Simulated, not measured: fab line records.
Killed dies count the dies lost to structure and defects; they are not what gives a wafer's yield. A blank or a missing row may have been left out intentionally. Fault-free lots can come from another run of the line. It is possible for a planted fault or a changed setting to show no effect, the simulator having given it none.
Matching of chambers | flow nand harc | rie diel-12 running NHARC_A_CONTACT_DESCUM_13: 4 sister chambers
The step chemistry O2, time 3 s. 24 wafers are shown with their chamber, then 12 later ones without.

== EACH WAFER AND ITS CHAMBER ==
wafer  | chamber | showerhead plenum p Torr (Torr) | drypump motor current A (A) | rf vpp V (V)
L077.2 | 2       | 2.04                            | 6.3                         | 58.2
L077.3 | 3       | 1.97                            | 5.3                         | 58.1
L077.5 | 2       | 2.04                            | 6.3                         | 57.8
L080.1 | 3       | 1.97                            | 5.3                         | 58.8
L080.2 | 0       | 1.77                            | 5.4                         | 56.2
L080.5 | 2       | 2.03                            | 6.3                         | 59.1
L082.1 | 0       | 1.76                            | 5.4                         | 57.8
L082.4 | 1       | 1.86                            | 6.6                         | 57.9
L082.6 | 0       | 1.76                            | 5.5                         | 56.6
L086.1 | 1       | 1.86                            | 6.6                         | 57.6
L086.3 | 0       | 1.76                            | 5.5                         | 56.7
L086.6 | 2       | 2.03                            | 6.3                         | 58.0
L087.3 | 1       | 1.86                            | 6.6                         | 58.5
L087.5 | 2       | 2.03                            | 6.2                         | 58.3
L087.6 | 3       | 1.97                            | 5.3                         | 58.7
L088.1 | 1       | 1.86                            | 6.6                         | 57.8
L088.2 | 0       | 1.76                            | 5.5                         | 56.7
L088.4 | 3       | 1.97                            | 5.4                         | 58.0
L090.1 | 2       | 2.03                            | 6.3                         | 57.6
L090.3 | 0       | 1.76                            | 5.4                         | 56.7
L090.6 | 2       | 2.03                            | 6.3                         | 59.8
L092.1 | 1       | 1.86                            | 6.6                         | 56.9
L092.2 | 3       | 1.97                            | 5.4                         | 60.5
L092.4 | 0       | 1.76                            | 5.4                         | 55.6

SIGNATURES, as means of the wafers listed above
reading                  | chamber 0 | chamber 1 | chamber 2 | chamber 3 | scatter within a chamber
showerhead plenum p Torr | 1.7614    | 1.8600    | 2.0329    | 1.9700    | 0.00338
drypump motor current A  | 5.443     | 6.600     | 6.286     | 5.340     | 0.0434
rf vpp V                 | 56.614    | 57.740    | 58.400    | 58.820    | 0.763
Rule: a wafer's distance from a chamber is the root of the sum, over the readings, of the square of ((its reading less the chamber's mean) divided by the reading's scatter). If the next closest chamber is less than 2 further off than the closest, the wafer can't be placed; otherwise it belongs to the closest. The scatter: take each reading less its chamber's mean, square it, sum over the shown wafers, divide by the number of wafers less the number of chambers, and take the root.

== WAFERS WITHOUT THEIR CHAMBER ==
wafer  | showerhead plenum p Torr (Torr) | drypump motor current A (A) | rf vpp V (V)
L094.1 | 1.86                            | 6.6                         | 57.5
L094.3 | 2.03                            | 6.3                         | 58.2
L094.4 | 1.97                            | 5.4                         | 57.4
L091.1 | 2.03                            | 6.2                         | 58.9
L091.5 | 1.76                            | 5.5                         | 57.4
L091.6 | 1.96                            | 5.4                         | 58.2
L095.1 | 1.76                            | 5.5                         | 57.8
L095.2 | 1.85                            | 6.6                         | 56.1
L095.3 | 2.03                            | 6.3                         | 57.9
L097.1 | 1.96                            | 5.3                         | 59.9
L097.3 | 2.03                            | 6.3                         | 58.3
L097.5 | 1.85                            | 6.6                         | 57.5

== WHICH CHAMBER EACH WENT THROUGH ==
wafer  | from the rows above | in truth
L094.1 | 1                   | 1
L094.3 | 2                   | 2
L094.4 | 3                   | 3
L091.1 | 2                   | 2
L091.5 | 0                   | 0
L091.6 | 3                   | 3
L095.1 | 0                   | 0
L095.2 | 1                   | 1
L095.3 | 2                   | 2
L097.1 | 3                   | 3
L097.3 | 2                   | 2
L097.5 | 1                   | 1
Placed correctly: 12 of 12. Can't be placed from these rows: 0. 0 placed wrongly.
